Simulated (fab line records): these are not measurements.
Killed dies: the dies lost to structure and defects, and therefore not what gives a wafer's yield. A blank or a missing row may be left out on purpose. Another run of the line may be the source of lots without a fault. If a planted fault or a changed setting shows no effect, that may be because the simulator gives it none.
Split-lot experiment | flow n5Finfet | 21 wafers read across 7 lots, on a route 1938 steps long

== ABOUT THE SPLIT ==
At N5_BEOL_M11_EXPOSE_25 (exposes mask V10), the setting doseMj was moved away from the recipe's 85.5 on 11 of the 21 wafers read, by -6.9% to +6.6%. The other wafers ran this setting at the recipe's value.

== FROM THE SPLIT TO THE READING: what the file shows between them, 2 steps ==
- N5_BEOL_M11_PEB_26: peb time 60 s
- N5_BEOL_M11_DEVELOP_27: develop time 30 s

== THE READING ==
Shown in nm: cdNm at N5_BEOL_M11_CD_MEAS_28, with target cd 70 nm. A value of 70.2 nm with a standard deviation of 0.97 nm is what fault-free wafers of this fab line usually give.

wafer  | tool, chamber at the split | doseMj as run | against the recipe | cdNm, nm | against lot-mates on the recipe
L074.1 | arfiScanner-02, 0          | 85.5          | recipe             | 71.8     | -
L074.2 | arfiScanner-02, 0          | 85.5          | recipe             | 69.7     | -
L074.5 | arfiScanner-02, 0          | 80.72         | -5.6%              | 65.7     | -5.0
L079.1 | arfiScanner-01, 0          | 80.45         | -5.9%              | 64.4     | no lot-mate on the recipe
L079.3 | arfiScanner-01, 0          | 80.45         | -5.9%              | 65.2     | no lot-mate on the recipe
L079.4 | arfiScanner-01, 0          | 80.45         | -5.9%              | 63.8     | no lot-mate on the recipe
L087.1 | arfiScanner-02, 0          | 85.5          | recipe             | 69.3     | -
L087.4 | arfiScanner-02, 0          | 85.5          | recipe             | 70.2     | -
L087.6 | arfiScanner-02, 0          | 85.5          | recipe             | 69.3     | -
L088.3 | arfiScanner-02, 0          | 85.5          | recipe             | 71.6     | -
L088.4 | arfiScanner-02, 0          | 79.58         | -6.9%              | 66.7     | -4.5
L088.5 | arfiScanner-02, 0          | 85.5          | recipe             | 70.7     | -
L089.3 | arfiScanner-03, 0          | 85.5          | recipe             | 68.8     | -
L089.5 | arfiScanner-03, 0          | 79.94         | -6.5%              | 63.1     | -5.7
L089.6 | arfiScanner-03, 0          | 79.94         | -6.5%              | 63.9     | -4.9
L094.1 | arfiScanner-01, 0          | 91.15         | +6.6%              | 75.7     | +6.7
L094.2 | arfiScanner-01, 0          | 91.15         | +6.6%              | 75.4     | +6.4
L094.4 | arfiScanner-01, 0          | 85.5          | recipe             | 69.0     | -
L097.1 | arfiScanner-01, 0          | 85.5          | recipe             | 70.0     | -
L097.2 | arfiScanner-01, 0          | 90.27         | +5.6%              | 76.7     | +6.7
L097.6 | arfiScanner-01, 0          | 90.27         | +5.6%              | 75.2     | +5.2

THE FIT
A straight line over all 21 wafers: cdNm changes by +0.89 nm for each +1% of doseMj; r = +0.96; the points scatter about the line by 1.1 nm.
The same after taking each lot's own level away (the mean of its wafers on the recipe; 18 wafers): +0.898 nm for each +1%; r = +0.98; scatter 0.75 nm.
Per that fit: largest doseMj move, reading shift of 6.2 nm.
Across the lots, their own levels run from 68.80 to 71.15 nm, a range of 2.4 times the standard deviation given above.
So the lot-to-lot level changes the slope little: the two slopes agree.
Check: with one of the wafers moved furthest among these (-6.9%) left out of the fit, the line predicts -6.26 nm for it against its lot-mates. It came out at -4.45 nm against them.

== FILE'S OWN FIT ==
cdNm changes by +0.869 nm for each +1% of doseMj, r = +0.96.
